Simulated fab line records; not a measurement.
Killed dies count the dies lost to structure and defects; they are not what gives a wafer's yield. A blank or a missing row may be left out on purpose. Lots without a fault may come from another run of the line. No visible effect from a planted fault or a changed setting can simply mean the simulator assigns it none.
Comparing a struck lot with a sound one	flow n5_finfet	30 steps out of a route of 1938
Sound: the wafers L502.2, L502.3, L502.5. Wafers L509.3, L509.5, L509.6 were the ones struck. The cause comes at the end.
Per side, at each step with rows, come the tool, then ch with its chambers, and then its first start. Under that, the readings that differ: sound wafers	struck wafers	difference of the means	sigmas: that difference in standard deviations of wafers without a fault.
alike: a reading whose means differ by less than 2 such deviations, as well as words and numbers matching on both sides. not compared: withheld readings; readings where some wafer has no value; bounds like >300 that might hide an equal value; numbers whose values overlap and for which the record gives no deviation.
A row with sigmas, a row that says differs or no value, or rows on one side alone: a step with any of these is where the two part. When numbers do not overlap yet have no deviation, they are printed without sigmas and do not part them. A reading missing from all wafers of one side parts the sides only when that side holds two or more wafers.

first, 9 steps without rows for these wafers: N5_BEOL_M2_DESCUM_16 (chemistry O2, time 7 s); N5_BEOL_M2_ETCH_74 (etches underlayer in N2/H2, target depth 6.5 nm, time 5.2 s); N5_BEOL_M2_ETCH_63 (etches SiARC in CF4, target depth 15.6 nm, time 26 s); N5_BEOL_M2_ETCH_64 (etches SOC in N2/H2, target depth 75 nm, overetch 22.5 nm, time 121.9 s); N5_BEOL_M2_STRIP_65 (strips in N2/H2); N5_BEOL_M2_STRIP_75 (strips in N2/H2); N5_BEOL_M2_STRIP_66 (strips in CF4); N5_BEOL_M2_HM_OPEN_17 (chemistry Cl2/BCl3, target TiN, target depth 20 nm, overetch 6 nm); N5_BEOL_M2_STRIP_19 (strips in O2).
N5_BEOL_M2_COAT_67: time 60 s, resist thk 60 nm.
  sound on litho_track-04 ch 0, day 9 01:49; struck on litho_track-04 ch 0, day 9 23:23
reading	sound	struck	difference	sigmas
spin_speed_rpm (rpm)	1500.0 1499.6 1499.1	1597.3 1597.0 1596.0	+97.2	+99 or more
model.SOC_of_BEOL_M2_COAT_67.thk_nm (nm)	59.8 60 59.8	58.4 58.2 58.4	-1.5	
  alike: heater_power_total_W
then, 13 steps without rows for these wafers: N5_BEOL_M2_COAT_68 (time 60 s, resist thk 12 nm); N5_BEOL_M2_COAT_76 (time 60 s, resist thk 5 nm); N5_BEOL_M2_COAT_22 (resist thk 30 nm); N5_BEOL_M2_EBR_24; N5_BEOL_M2_SOFTBAKE_23 (time 60 s); N5_BEOL_M2_EXPOSE_25 (exposes mask V1, defocus 5 nm); N5_BEOL_M2_PEB_26 (peb time 60 s); N5_BEOL_M2_DEVELOP_27 (develop time 30 s); N5_BEOL_M2_DESCUM_33 (chemistry O2, time 7 s); N5_BEOL_M2_ETCH_77 (etches underlayer in N2/H2, target depth 6.5 nm, time 5.2 s); N5_BEOL_M2_ETCH_69 (etches SiARC in CF4, target depth 15.6 nm, time 26 s); N5_BEOL_M2_ALD_98 (deposits SiO2, target thk 2.5 nm, pulse time 1 s, co reactant pulse time 1 s); N5_BEOL_M2_ETCHBACK_99 (etches SiO2 in CHF3, target depth 5 nm, time 10.4 s).
N5_BEOL_M2_ETCH_70: etches SOC in N2/H2, target depth 80 nm, overetch 24 nm, time 130 s.
  sound on rie_diel-05 ch 0,1, day 9 12:55; struck on rie_diel-05 ch 0,1, day 10 16:14
reading	sound	struck	difference	sigmas
model.etch.depth_nm (nm)	59.79 59.91 59.87	58.31 58.3 58.47	-1.50	
  alike: drypump_motor_current_A, oes_product_au, rf_vpp_V, showerhead_plenum_p_Torr, throttle_valve_pct
  not compared: rf_hours_counter_h
then, 2 steps without rows for these wafers: N5_BEOL_M2_STRIP_71 (strips in N2/H2); N5_BEOL_M2_STRIP_78 (strips in N2/H2).
N5_BEOL_M2_VIA_ETCH_34: etches the open film in C4F6/O2, target depth 69.4 nm, time 65.9 s.
  sound on rie_diel-05 ch 0,1, day 9 13:01; struck on rie_diel-05 ch 0,1, day 10 16:20
reading	sound	struck	difference	sigmas
model.SOC_of_BEOL_M2_COAT_67.thk_nm (nm)	51.6 51.8 51.8	50.2 50.2 50.4	-1.5	
  alike: drypump_motor_current_A, oes_ar_750_au, oes_product_au, rf_vpp_V, showerhead_plenum_p_Torr, throttle_valve_pct
  not compared: rf_hours_counter_h
then, 1 step without rows for these wafers: N5_BEOL_M2_STRIP_83 (strips in C4F6/O2).
N5_BEOL_M4_RC_MEAS_101:
  sound on prober-01 ch 0, day 11 05:01; struck on prober-01 ch 0, day 12 13:13
  alike: DIBL_N, DIBL_P, IOFF_N, IOFF_P, ION_N, ION_P, SS_N, SS_P, VT_N, VT_P
N5_PASSIVATION_PROBE_49:
  the record holds rows for the sound wafers here (prober-01, day 15 21:49) but none for the struck ones

WHERE THEY PART
First at N5_BEOL_M2_COAT_67; last, within this record, at N5_PASSIVATION_PROBE_49.

WHY: what the simulator had put in
Process parameter drift: litho_track-04, from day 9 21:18 on, at N5_BEOL_M2_COAT_67. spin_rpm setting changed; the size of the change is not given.
